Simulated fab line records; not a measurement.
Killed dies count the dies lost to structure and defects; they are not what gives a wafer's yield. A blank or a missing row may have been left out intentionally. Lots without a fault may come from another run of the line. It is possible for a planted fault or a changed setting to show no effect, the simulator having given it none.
A struck lot beside a sound one / flow n5Finfet / 35 out of 1938 route steps
Sound: the wafers L402.3, L402.4, L402.5. Struck: wafers L413.1, L413.3, L413.4. Last of all comes the cause.
At each step with rows: each side's tool, then ch and its chambers, then its first start. Under that, the readings that differ: sound wafers / struck wafers / difference of the means / sigmas: that difference in standard deviations of wafers without a fault.
alike: a reading whose means differ by less than 2 such deviations, as well as words and numbers matching on both sides. not compared: withheld readings; readings where some wafer has no value; bounds like >300 that might hide an equal value; numbers whose values overlap and for which the record gives no deviation.
A row with sigmas, a row that says differs or no value, or rows on one side alone: a step with any of these is where the two part. Non-overlapping numbers with no deviation appear without sigmas and do not part them. A reading that every wafer of one side lacks parts them only if that side has two wafers or more.

first, 9 steps without rows for these wafers: N5_PMOS_HMC_CHANNEL_EPI_PEB_07 (peb time 60 s); N5_PMOS_HMC_CHANNEL_EPI_DEVELOP_08 (develop time 30 s); N5_PMOS_HMC_CHANNEL_EPI_DESCUM_14 (chemistry O2, time 7.9 s); N5_PMOS_HMC_CHANNEL_EPI_ETCH_32 (etches BARC in N2/H2, stops on SiO2, target depth 85.8 nm, time 50.3 s); N5_PMOS_HMC_CHANNEL_EPI_HM_OPEN_15 (chemistry CHF3/O2, target SiO2, target depth 40.6 nm, time 20.3 s); N5_PMOS_HMC_CHANNEL_EPI_STRIP_33 (strips in N2/H2); N5_PMOS_HMC_CHANNEL_EPI_STRIP_17 (strips in SPM, time 750 s); N5_PMOS_HMC_CHANNEL_EPI_ETCH_38 (etches SiO2 in CF4, target depth 1.5 nm); N5_PMOS_HMC_CHANNEL_EPI_FIN_RECESS_16 (chemistry HBr/Cl2, target Si, target depth 54 nm, time 18 s).
N5_PMOS_HMC_CHANNEL_EPI_PRECLEAN_36: cleans in O3/DIW, time 45 s.
  sound on wetBench-03 ch 1,3,5, day 2 17:46; struck on wetBench-02 ch 4,5,7, day 5 13:11
then, 24 steps without rows for these wafers: N5_PMOS_HMC_CHANNEL_EPI_PRECLEAN_18 (cleans in DHF, time 30 s); N5_PMOS_HMC_CHANNEL_EPI_SRD_19 (time 30 s); N5_PMOS_HMC_CHANNEL_EPI_EPI_20 (deposits SiGe30, target thk 59 nm); N5_PMOS_HMC_CHANNEL_EPI_HM_STRIP_35 (strips SiO2 in dHF, material SiO2, target depth 39.6 nm, time 216 s); N5_PMOS_HMC_CHANNEL_EPI_SRD_39 (time 30 s); N5_PMOS_HMC_CHANNEL_EPI_CMP_21 (polishes SiGe30, target thk 54 nm); N5_PMOS_HMC_CHANNEL_EPI_PRECLEAN_40 (cleans in DHF, time 30 s); N5_PMOS_HMC_CHANNEL_EPI_PRECLEAN_37 (cleans in O3/DIW, time 45 s); N5_PMOS_HMC_CHANNEL_EPI_PRECLEAN_24 (cleans in DHF, time 30 s); N5_PMOS_HMC_CHANNEL_EPI_SRD_25 (time 30 s); N5_PMOS_HMC_CHANNEL_EPI_EPI_26 (deposits Si from SiH4/H2, target thk 3.8 nm, time 22.7 s); N5_FIN_SAQP_PRECLEAN_42 (cleans in O3/DIW, time 60 s); N5_FIN_SAQP_PRECLEAN_00 (cleans in SC1, time 60 s); N5_FIN_SAQP_PRECLEAN_44 (cleans in SC2, time 45 s); N5_FIN_SAQP_SRD_01 (time 30 s); N5_FIN_SAQP_ALD_61 (deposits SiO2, target thk 4 nm, pulse time 1 s, purge time 2 s); N5_FIN_SAQP_DENSIFY_62 (time 60 s); N5_FIN_SAQP_HM_DEP_03 (deposits SiNx from SiH4/NH3/N2, target thk 38 nm, time 33.6 s); N5_FIN_SAQP_PECVD_47 (deposits a-Si from SiH4/He, target thk 45 nm, time 36.3 s); N5_FIN_SAQP_PECVD_48 (deposits SiNx from SiH4/NH3/N2, target thk 25 nm, time 22.1 s); N5_FIN_SAQP_PECVD_06 (deposits a-Si from SiH4/He, target thk 60 nm, time 48.1 s); N5_FIN_SAQP_HM_DEP_72 (deposits SiO2 from SiH4/N2O, target thk 12 nm, time 7.2 s); N5_FIN_SAQP_COAT_49 (time 60 s, resist thk 100 nm); N5_FIN_SAQP_COAT_50 (time 60 s, resist thk 35 nm).
-- the record jumps here: 10 days lie between the struck wafers' starts before and after (it left off in module FIN_SAQP and takes up again in module PASSIVATION, whose first step shown is number 1936 of the route) --
N5_PASSIVATION_PROBE_49:
  the record has rows for the struck wafers here (prober-02, day 15 09:34) and none for the sound ones

WHERE THEY PART
Only at N5_PASSIVATION_PROBE_49, as far as this record shows.

WHY: what the simulator had put in
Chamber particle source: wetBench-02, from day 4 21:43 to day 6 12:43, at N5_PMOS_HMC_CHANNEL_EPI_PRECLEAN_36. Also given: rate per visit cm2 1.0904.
